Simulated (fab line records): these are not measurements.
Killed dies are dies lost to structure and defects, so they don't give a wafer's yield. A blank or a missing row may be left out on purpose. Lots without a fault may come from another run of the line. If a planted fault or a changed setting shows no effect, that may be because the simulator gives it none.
Split-lot experiment	flow n5-finfet	on a route of 1938 steps: 7 lots, 21 wafers read

## THE SPLIT
At N5_BEOL_M8_TRENCH_ETCH_37 (etches SiCOH lowk in C4F6/O2, target depth 93.478 nm, time 31.2 s), the setting time-s was moved away from the recipe's 31.2 s on 6 of the 21 wafers read, by -19.1% to +12.7%. The other wafers ran this setting at the recipe's value.

## FROM THE SPLIT TO THE READING: what the file shows between them, 2 steps
- N5_BEOL_M8_ETCH_41: etches SiCN in CH3F/O2, target depth 31.9 nm, time 57.8 s
- N5_BEOL_M8_STRIP_80: strips in N2/H2, time 10 s

## THE READING
trench-depth-nm, in nm, at N5_BEOL_M8_OCD_MEAS_38. A value of 94.1 nm with a standard deviation of 2.2 nm is what fault-free wafers of this fab line usually give.

wafer	tool, chamber at the split	time-s as run, s	against the recipe	trench-depth-nm, nm	against lot-mates on the recipe
L075.2	rie-diel-05, 1	31.2	recipe	96.2	-
L075.4	rie-diel-05, 3	31.2	recipe	96.1	-
L075.6	rie-diel-05, 2	35.16	+12.7%	102.9	+6.8
L085.2	rie-diel-06, 2	25.25	-19.1%	78.1	-18.0
L085.3	rie-diel-06, 0	31.2	recipe	98.3	-
L085.5	rie-diel-06, 1	31.2	recipe	93.8	-
L087.1	rie-diel-01, 1	31.2	recipe	92.4	-
L087.2	rie-diel-01, 2	31.2	recipe	96.5	-
L087.3	rie-diel-01, 3	31.2	recipe	93.3	-
L092.2	rie-diel-06, 0	31.2	recipe	95.2	-
L092.5	rie-diel-06, 3	31.2	recipe	91.3	-
L092.6	rie-diel-06, 2	31.2	recipe	95.3	-
L093.1	rie-diel-05, 2	28.15	-9.8%	81.9	-10.9
L093.4	rie-diel-05, 0	31.2	recipe	92.8	-
L093.6	rie-diel-05, 2	28.15	-9.8%	82.3	-10.5
L097.1	rie-diel-01, 0	31.2	recipe	94.9	-
L097.2	rie-diel-01, 1	27.99	-10.3%	82.6	-12.3
L097.4	rie-diel-01, 1	27.99	-10.3%	82.2	-12.7
L094.2	rie-diel-01, 3	31.2	recipe	91.7	-
L094.4	rie-diel-01, 2	31.2	recipe	94.8	-
L094.6	rie-diel-01, 0	31.2	recipe	94.0	-

FIT RESULTS
A straight line over all 21 wafers: trench-depth-nm changes by +0.949 nm for each +1% of time-s; r = +0.94; the points scatter about the line by 2.2 nm.
The same after taking each lot's own level away (the mean of its wafers on the recipe; 21 wafers): +0.93 nm for each +1%; r = +0.95; scatter 2 nm.
The reading moves by 18 nm for the largest change in time-s, on that fit.
The lots' own levels span 92.80 to 96.15 nm, that is 1.5 times the standard deviation above.
Consequently the slope shifts little with the lot-to-lot level, the two slopes agreeing.
Check: -18.7 nm against its lot-mates is what the line predicts for one of the wafers moved furthest among these (-19.1%) when that wafer is left out of the fit. It came out at -18 nm against them.

## THE WHOLE CHAIN: every reading that the file lists as answering this split, in the file's order
step	what it does	reading	change (the file's fit)	r (the file's)
N5_BEOL_M8_TRENCH_ETCH_37	etches SiCOH lowk in C4F6/O2, target depth 93.478 nm, time 31.2 s	BEOL_M8.feature-depth-nm (the simulator's own value, which no gauge read)	+0.898 nm for each +1% of the setting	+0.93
N5_BEOL_M8_TRENCH_ETCH_37	etches SiCOH lowk in C4F6/O2, target depth 93.478 nm, time 31.2 s	etch.depth-nm (the simulator's own value, which no gauge read)	+0.897 nm for each +1% of the setting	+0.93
N5_BEOL_M8_OCD_MEAS_38		trench-depth-nm	+0.91 nm for each +1% of the setting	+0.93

## FILE'S OWN FIT
trench-depth-nm changes by +0.91 nm for each +1% of time-s, r = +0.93.
